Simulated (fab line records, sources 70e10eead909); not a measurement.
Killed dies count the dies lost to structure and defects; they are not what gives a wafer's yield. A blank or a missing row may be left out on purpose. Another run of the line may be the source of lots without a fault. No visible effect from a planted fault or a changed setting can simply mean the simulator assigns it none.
The tool behind it: which one? -- flow nandHarc -- 12 lots with 36 wafers sampled at 2 steps, on a route of 1302 steps

WHAT EACH GAUGE READ, for each wafer
NHARC_P_ZERO_WELL_CD_MEAS_11 targets a cd of 500 nm. Usual: 501.8 nm for cdNm, sd 1.9.
lot,measured,on,cdNm (nm),flag
L750,day 2 07:14,cdSem-01,500.3 503.7 499.3,
L753,day 3 13:14,cdSem-02,502.0 504.2 499.7,
L754,day 3 23:07,cdSem-03,502.5 500.3 498.5,
L756,day 4 19:16,cdSem-02,501.1 504.6 504.6,
L757,day 5 05:08,cdSem-03,500.6 501.0 499.2,
L762,day 7 07:15,cdSem-01,500.0 501.9 502.2,
L763,day 7 17:15,cdSem-03,503.9 502.9 504.9,
L764,day 8 03:07,cdSem-01,517.5 516.5 517.7,OFF
L766,day 8 23:07,cdSem-03,519.7 519.0 521.5,OFF
L769,day 10 05:21,cdSem-02,500.3 501.2 498.8,
L770,day 10 15:08,cdSem-02,500.5 497.6 501.9,
L772,day 11 11:08,cdSem-03,505.6 502.2 502.8,

EACH LOT AND THE TOOL THAT RAN IT (in order: tool; ch and the chambers of the sampled wafers; start)
lot,NHARC_P_ZERO_WELL_SOFTBAKE_06
L750,"lithoTrack-07 ch 0, day 2 06:00"
L753,"lithoTrack-02 ch 0, day 3 12:00"
L754,"lithoTrack-05 ch 0, day 3 22:00"
L756,"lithoTrack-02 ch 0, day 4 18:00"
L757,"lithoTrack-02 ch 0, day 5 04:00"
L762,"lithoTrack-05 ch 0, day 7 06:00"
L763,"lithoTrack-02 ch 0, day 7 16:00"
L764,"lithoTrack-02 ch 0, day 8 02:00"
L766,"lithoTrack-02 ch 0, day 8 22:00"
L769,"lithoTrack-07 ch 0, day 10 04:00"
L770,"lithoTrack-05 ch 0, day 10 14:00"
L772,"lithoTrack-05 ch 0, day 11 10:00"
- NHARC_P_ZERO_WELL_SOFTBAKE_06: time 70 s.

AS READ BY THE TOOLS THEMSELVES (means over the sampled wafers that have a number; for cases with no such wafer, the mark the record gives instead)
NHARC_P_ZERO_WELL_SOFTBAKE_06. Usual: heaterPowerTotalW 200.9 W, standard deviation 1.3; plateTempC 124.97 C, standard deviation 0.14.
lot,tool,heaterPowerTotalW (W),plateTempC (C),flag
L750,lithoTrack-07,200.6,124.93,
L753,lithoTrack-02,200.0,125.13,
L754,lithoTrack-05,202.5,124.65,
L756,lithoTrack-02,200.9,125.05,
L757,lithoTrack-02,200.3,125.03,
L762,lithoTrack-05,200.8,125.06,
L763,lithoTrack-02,201.2,124.94,
L764,lithoTrack-02,216.3,132.25,OFF
L766,lithoTrack-02,216.1,131.85,OFF
L769,lithoTrack-07,200.3,124.87,
L770,lithoTrack-05,200.1,124.95,
L772,lithoTrack-05,199.6,124.84,

THE ANSWER, worked out from the rows above alone
Rule: a lot is off if the mean of its wafers that have a number lies more than 3 standard deviations from the usual mean. Also off: a lot with no number at a reading for which 4 or more lots have one. The other lots that the step has rows for count as sound. Order of review: gauges by route order, followed by the tools' own readings, for which a lot's mean as printed above is used. At the first step where some lot is off, the reading lying furthest off is the one used; lots without a number count as furthest.
Off at NHARC_P_ZERO_WELL_CD_MEAS_11 (cdNm): L764, L766.
If a tool, at a process step before that reading, ran all the lots that are off and no sound lot after the first of them, it fits. The gauges at NHARC_P_ZERO_WELL_CD_MEAS_11 aren't tried: what is off there is off at NHARC_P_ZERO_WELL_SOFTBAKE_06 too, on other tools, and a gauge's error can't cause that. One candidate fits, namely lithoTrack-02 at NHARC_P_ZERO_WELL_SOFTBAKE_06. A fault onset in the window from L763 (day 7 16:00, its last sound lot) to L764 (day 8 02:00, its first lot off) fits.
The tool's own readings at NHARC_P_ZERO_WELL_SOFTBAKE_06 bear it out: on the lots that are off they differ by more than 5 times the standard deviation of the sound lots' means. heaterPowerTotalW reads 216.2 W there against 200.6 W on the sound lots; plateTempC reads 132.05 C there against 124.95 C on the sound lots.

WHAT HAD BEEN PUT IN BY THE SIMULATOR
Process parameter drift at NHARC_P_ZERO_WELL_SOFTBAKE_06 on lithoTrack-02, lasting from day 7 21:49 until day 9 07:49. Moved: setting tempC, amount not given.
Struck lots among those shown: L764, L766. Same finding as the rule above.
